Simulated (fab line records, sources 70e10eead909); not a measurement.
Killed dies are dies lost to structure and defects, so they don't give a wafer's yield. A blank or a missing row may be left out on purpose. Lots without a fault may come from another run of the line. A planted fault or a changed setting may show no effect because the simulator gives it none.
Chamber matching | flow nand_harc | NHARC_P_M0_CMP_23 on cmp-03: 4 sister chambers
The step polishes, t overpolish 20 s, target thk 117.53 nm. 8 wafers are shown with their chamber, then 11 later ones without.

WAFERS WITH THEIR CHAMBER
wafer  | chamber | motor_current_A (A) | time_to_endpoint_s (s)
L078.3 | 3       | 12.2                | 27.7
L083.1 | 2       | 13.3                | 29.5
L083.2 | 0       | 11.2                | 30.5
L083.5 | 1       | 11.0                | 31.1
L088.2 | 0       | 10.8                | 30.7
L088.3 | 3       | 13.0                | 28.0
L088.4 | 2       | 13.7                | 29.7
L085.3 | 1       | 10.9                | 28.5

WAFERS WITHOUT THEIR CHAMBER
wafer  | motor_current_A (A) | time_to_endpoint_s (s)
L085.4 | 10.4                | 28.8
L085.5 | 12.1                | 25.4
L089.4 | 10.5                | 33.8
L089.5 | 12.7                | 28.2
L089.6 | 10.8                | 31.1
L092.2 | 10.6                | 30.9
L092.3 | 12.9                | 25.9
L092.6 | 12.0                | 27.7
L096.3 | 10.3                | 27.4
L096.4 | 13.7                | 27.8
L096.5 | 10.7                | 29.2

WHICH CHAMBER EACH WENT THROUGH
wafer  | from the rows above     | in truth
L085.4 | can't be placed: 1 or 0 | 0
L085.5 | 3                       | 3
L089.4 | can't be placed: 0 or 1 | 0
L089.5 | 3                       | 3
L089.6 | can't be placed: 0 or 1 | 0
L092.2 | can't be placed: 0 or 1 | 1
L092.3 | 3                       | 3
L092.6 | 3                       | 3
L096.3 | can't be placed: 1 or 0 | 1
L096.4 | can't be placed: 2 or 3 | 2
L096.5 | can't be placed: 1 or 0 | 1
Placed correctly: 4 of 11. Can't be placed from these rows: 7 (the true chamber is among the candidates in 7). Placed wrongly: 0.
How it was worked out, from the rows above alone: a wafer's distance from a chamber is the root of the sum, over the readings, of the square of ((its reading less the chamber's mean) divided by the reading's scatter). The wafer belongs to the nearest chamber; if the next one is less than 2 further off, it can't be placed. A chamber's mean is the mean of its shown wafers. The scatter: the root of (the sum of the squares of (reading less its chamber's mean) over the shown wafers, divided by (wafers less chambers)).
